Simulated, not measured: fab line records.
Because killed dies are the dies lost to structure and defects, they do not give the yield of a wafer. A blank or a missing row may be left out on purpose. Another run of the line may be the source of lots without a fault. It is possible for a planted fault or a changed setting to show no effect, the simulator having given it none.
Matching of chambers	flow nandHarc	pecvd-02 running NHARC_A_SLIT_DEP_25: 3 sister chambers
The step deposits SiO2, target thk 200 nm. 18 wafers are shown with their chamber, then 9 later ones without.

WAFERS PAIRED WITH THEIR CHAMBERS
wafer	chamber	throttleValvePct (%)	heaterPowerW (W)
L074.1	2	14.6	589
L074.4	2	14.9	610
L074.5	0	16.8	516
L079.2	2	14.9	648
L079.4	1	16.5	565
L079.6	2	14.9	650
L083.1	0	16.0	518
L083.3	2	14.9	740
L083.5	2	15.2	553
L084.1	2	15.0	697
L084.2	1	16.7	541
L084.4	0	16.5	644
L085.1	2	14.9	682
L085.3	0	16.2	558
L085.5	2	15.1	691
L088.3	2	15.1	584
L088.4	1	16.5	527
L088.6	0	16.2	606

SIGNATURES (means of the wafers above)
reading	chamber 0	chamber 1	chamber 2	scatter within a chamber
throttleValvePct	16.340	16.567	14.950	0.21
heaterPowerW	568.40	544.33	644.40	54.8
Rule: for a wafer and a chamber, the distance is found by dividing, reading by reading, the gap between the wafer's reading and the chamber's mean by the reading's scatter, squaring, summing and taking the root. If the next closest chamber is less than 2 further off than the closest, the wafer can't be placed; otherwise it belongs to the closest. The scatter: the root of (the sum of the squares of (reading less its chamber's mean) over the shown wafers, divided by (wafers less chambers)).

WAFERS WITHOUT THEIR CHAMBER
wafer	throttleValvePct (%)	heaterPowerW (W)
L093.2	16.8	563
L093.4	16.8	570
L093.6	15.3	635
L095.2	16.7	555
L095.4	14.7	655
L095.6	17.0	570
L097.1	16.9	580
L097.2	15.1	615
L097.3	16.7	572

WHICH CHAMBER EACH WENT THROUGH
wafer	from the rows above	in truth
L093.2	can't be placed: 1 or 0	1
L093.4	can't be placed: 1 or 0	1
L093.6	2	2
L095.2	can't be placed: 1 or 0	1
L095.4	2	2
L095.6	can't be placed: 1 or 0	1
L097.1	can't be placed: 1 or 0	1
L097.2	2	2
L097.3	can't be placed: 1 or 0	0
3 of 9 placed correctly. Unplaceable from these rows: 6, with the true chamber sitting among the candidates in 6. Wrongly placed: 0.
